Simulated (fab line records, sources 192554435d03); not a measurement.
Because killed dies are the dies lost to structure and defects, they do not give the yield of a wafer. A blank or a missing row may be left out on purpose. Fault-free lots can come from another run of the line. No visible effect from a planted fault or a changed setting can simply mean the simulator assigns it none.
Matching of chambers / flow n5 finfet / N5_BEOL_M8_ILD_DEP_00 on pecvd-01: 3 sister chambers
The step deposits SiCOH lowk from DEMS/porogen, target thk 179.75 nm, time 33.4 s. 18 wafers are shown with their chamber, then 9 later ones without.

== WAFERS WITH THEIR CHAMBER ==
wafer=L074.1; chamber=2; showerhead vpp V (V)=1425; heater power w (W)=477; throttle valve pct (%)=13.6
wafer=L074.2; chamber=0; showerhead vpp V (V)=1250; heater power w (W)=306; throttle valve pct (%)=13.4
wafer=L074.3; chamber=1; showerhead vpp V (V)=1308; heater power w (W)=332; throttle valve pct (%)=14.0
wafer=L077.1; chamber=2; showerhead vpp V (V)=1459; heater power w (W)=403; throttle valve pct (%)=13.5
wafer=L077.5; chamber=0; showerhead vpp V (V)=1261; heater power w (W)=266; throttle valve pct (%)=13.7
wafer=L077.6; chamber=1; showerhead vpp V (V)=1321; heater power w (W)=298; throttle valve pct (%)=14.2
wafer=L076.1; chamber=2; showerhead vpp V (V)=1436; heater power w (W)=448; throttle valve pct (%)=13.4
wafer=L076.3; chamber=0; showerhead vpp V (V)=1269; heater power w (W)=306; throttle valve pct (%)=13.4
wafer=L076.4; chamber=1; showerhead vpp V (V)=1316; heater power w (W)=313; throttle valve pct (%)=14.3
wafer=L084.1; chamber=1; showerhead vpp V (V)=1349; heater power w (W)=302; throttle valve pct (%)=14.2
wafer=L084.4; chamber=2; showerhead vpp V (V)=1455; heater power w (W)=462; throttle valve pct (%)=13.6
wafer=L084.5; chamber=1; showerhead vpp V (V)=1339; heater power w (W)=310; throttle valve pct (%)=14.1
wafer=L086.1; chamber=1; showerhead vpp V (V)=1340; heater power w (W)=315; throttle valve pct (%)=14.5
wafer=L086.4; chamber=1; showerhead vpp V (V)=1329; heater power w (W)=323; throttle valve pct (%)=14.3
wafer=L086.5; chamber=2; showerhead vpp V (V)=1479; heater power w (W)=422; throttle valve pct (%)=13.4
wafer=L089.1; chamber=1; showerhead vpp V (V)=1327; heater power w (W)=337; throttle valve pct (%)=14.4
wafer=L089.2; chamber=0; showerhead vpp V (V)=1264; heater power w (W)=294; throttle valve pct (%)=13.3
wafer=L089.4; chamber=1; showerhead vpp V (V)=1366; heater power w (W)=334; throttle valve pct (%)=14.1

SIGNATURES (means of the wafers above)
reading=showerhead vpp V; chamber 0=1261.00; chamber 1=1332.78; chamber 2=1450.80; scatter within a chamber=17.3
reading=heater power w; chamber 0=293.00; chamber 1=318.22; chamber 2=442.40; scatter within a chamber=20.4
reading=throttle valve pct; chamber 0=13.450; chamber 1=14.233; chamber 2=13.500; scatter within a chamber=0.148
Rule: a wafer lies at a distance from a chamber equal to the root of the sum of squares, over the readings, of (its reading less the chamber's mean, divided by the reading's scatter). The wafer belongs to the nearest chamber; if the next one is less than 2 further off, it can't be placed. The scatter is the square root of a quotient: the sum, over the shown wafers, of each reading's squared deviation from its chamber's mean, divided by wafers minus chambers.

== WAFERS WHOSE CHAMBER IS MISSING ==
wafer=L091.1; showerhead vpp V (V)=1345; heater power w (W)=289; throttle valve pct (%)=14.1
wafer=L091.4; showerhead vpp V (V)=1319; heater power w (W)=294; throttle valve pct (%)=14.2
wafer=L091.6; showerhead vpp V (V)=1266; heater power w (W)=286; throttle valve pct (%)=13.5
wafer=L092.1; showerhead vpp V (V)=1334; heater power w (W)=332; throttle valve pct (%)=14.0
wafer=L092.2; showerhead vpp V (V)=1261; heater power w (W)=320; throttle valve pct (%)=13.4
wafer=L092.3; showerhead vpp V (V)=1472; heater power w (W)=407; throttle valve pct (%)=13.8
wafer=L096.1; showerhead vpp V (V)=1478; heater power w (W)=456; throttle valve pct (%)=13.7
wafer=L096.2; showerhead vpp V (V)=1338; heater power w (W)=331; throttle valve pct (%)=14.1
wafer=L096.5; showerhead vpp V (V)=1278; heater power w (W)=248; throttle valve pct (%)=13.4

== WHICH CHAMBER EACH WENT THROUGH ==
wafer=L091.1; from the rows above=1; in truth=1
wafer=L091.4; from the rows above=1; in truth=1
wafer=L091.6; from the rows above=0; in truth=0
wafer=L092.1; from the rows above=1; in truth=1
wafer=L092.2; from the rows above=0; in truth=0
wafer=L092.3; from the rows above=2; in truth=2
wafer=L096.1; from the rows above=2; in truth=2
wafer=L096.2; from the rows above=1; in truth=1
wafer=L096.5; from the rows above=0; in truth=0
Placed correctly: 9 of 9. Can't be placed from these rows: 0. Wrongly placed: 0.
